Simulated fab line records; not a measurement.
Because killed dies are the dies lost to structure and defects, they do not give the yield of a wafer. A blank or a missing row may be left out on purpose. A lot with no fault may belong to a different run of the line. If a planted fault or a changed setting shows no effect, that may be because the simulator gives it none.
Struck lot and sound lot, side by side	flow n5Finfet	14 steps out of a route of 1938
Sound: these wafers, L646.2, L646.5, L646.6. Struck: wafer L655.5 (L655.2, L655.4, from the same lot, were not struck and are left out); the cause is given at the end.
Per side, at each step with rows, come the tool, then ch with its chambers, and then its first start. Under that, the readings that differ: sound wafers	struck wafers	difference of the means	sigmas: that difference in standard deviations of wafers without a fault.
alike: words and numbers the same on both sides, and readings whose means are apart by under 2 such deviations; not compared: readings that were withheld, readings missing a value for some wafer, numbers with overlapping values and no deviation given by the record, and bounds like >300 which may hide the same value.
Wherever a step has rows on one side only, a row that says differs or no value, or a row with sigmas, the two part there. Non-overlapping numbers with no deviation appear without sigmas and do not part them. A reading that every wafer of one side lacks parts them only if that side has two wafers or more.

first, 4 steps without rows for these wafers: N5_BEOL_M11_SOFTBAKE_06 (time 60 s); N5_BEOL_M11_EXPOSE_08 (exposes mask M11); N5_BEOL_M11_PEB_09 (peb time 60 s); N5_BEOL_M11_DEVELOP_10 (develop time 30 s).
N5_BEOL_M11_CD_MEAS_11: target cd 64.1 nm.
  sound on cdSem-01 ch 0, day 14 05:46; struck on cdSem-01 ch 0, day 16 15:37
  alike: cdNm
N5_BEOL_M11_OVL_MEAS_12:
  sound on overlay-01 ch 0, day 14 05:47; struck on overlay-01 ch 0, day 16 15:38
  alike: M11_OVL
N5_BEOL_M11_INSPECT_13: inspects for defects (brightfield).
  sound on defectInspect-01 at day 14 05:49; struck on defectInspect-01 at day 16 15:40
  alike: rawDefectCount
N5_BEOL_M11_DESCUM_16: chemistry O2, time 7.9 s.
  sound on rieDiel-01 ch 0,1,2, day 14 05:51; struck on rieDiel-03 ch 0, day 16 15:42
  alike: drypumpMotorCurrentA, oesProductAu, rfVppV, showerheadPlenumPTorr, throttleValvePct
  not compared: rfHoursCounterH
N5_BEOL_M11_ETCH_61: etches SiARC in CF4, target depth 39 nm, time 65 s.
  sound on rieDiel-01 ch 0,1,2, day 14 05:53; struck on rieDiel-03 ch 0, day 16 15:44
reading	sound	struck	difference	sigmas
drypumpMotorCurrentA (A)	5.2 4.8 6.0	6.5	+1.2	+2
throttleValvePct (%)	15.99 15.69 15.75	15.20	-0.61	-2
  alike: etchRfOnTimeS, oesProductAu, rfVppV, showerheadPlenumPTorr
  not compared: rfHoursCounterH
N5_BEOL_M11_ETCH_62: etches SOC in N2/H2, target depth 110 nm, overetch 22 nm, time 165 s.
  sound on rieDiel-01 ch 0,1,2, day 14 05:56; struck on rieDiel-03 ch 0, day 16 15:47
reading	sound	struck	difference	sigmas
drypumpMotorCurrentA (A)	5.2 4.8 6.0	6.5	+1.2	+2
  alike: oesProductAu, rfVppV, showerheadPlenumPTorr, throttleValvePct
  not compared: rfHoursCounterH
then, 1 step without rows for these wafers: N5_BEOL_M11_STRIP_68 (strips in N2/H2).
N5_BEOL_M11_STRIP_67: strips in CF4.
  sound on rieDiel-01 ch 0,1,2, day 14 06:05; struck on rieDiel-03 ch 0, day 16 15:56
reading	sound	struck	difference	sigmas
drypumpMotorCurrentA (A)	5.2 4.8 6.0	6.5	+1.2	+2
throttleValvePct (%)	13.98 13.72 13.69	13.15	-0.65	-2
  alike: oesProductAu, rfVppV, showerheadPlenumPTorr
  not compared: rfHoursCounterH
N5_BEOL_M11_HM_OPEN_17: chemistry Cl2/BCl3, target TiN, target depth 20 nm, overetch 6 nm.
  sound on rieMetal-02 ch 0, day 14 06:09; struck on rieMetal-03 ch 0, day 16 15:58
reading	sound	struck	difference	sigmas
throttleValvePct (%)	22.47 22.48 22.49	21.82	-0.66	-4
model.SOC_of_BEOL_M11_COAT_59.thkNm (nm)	92.8 92.4 92.4	87.6	-4.9	
  alike: drypumpMotorCurrentA, oesProductAu
  not compared: rfHoursCounterH
N5_BEOL_M11_STRIP_19: strips in O2.
  sound on rieDiel-01 ch 0,1,2, day 14 06:19; struck on rieDiel-01 ch 0, day 16 16:05
  alike: drypumpMotorCurrentA, oesProductAu, rfVppV, showerheadPlenumPTorr, throttleValvePct
  not compared: rfHoursCounterH

== WHERE THEY PART ==
At N5_BEOL_M11_ETCH_61 first; at N5_BEOL_M11_HM_OPEN_17 last (within this record only). Later steps at which nothing parts them and some readings are alike: N5_BEOL_M11_STRIP_19.

WHY: whatever the simulator had introduced
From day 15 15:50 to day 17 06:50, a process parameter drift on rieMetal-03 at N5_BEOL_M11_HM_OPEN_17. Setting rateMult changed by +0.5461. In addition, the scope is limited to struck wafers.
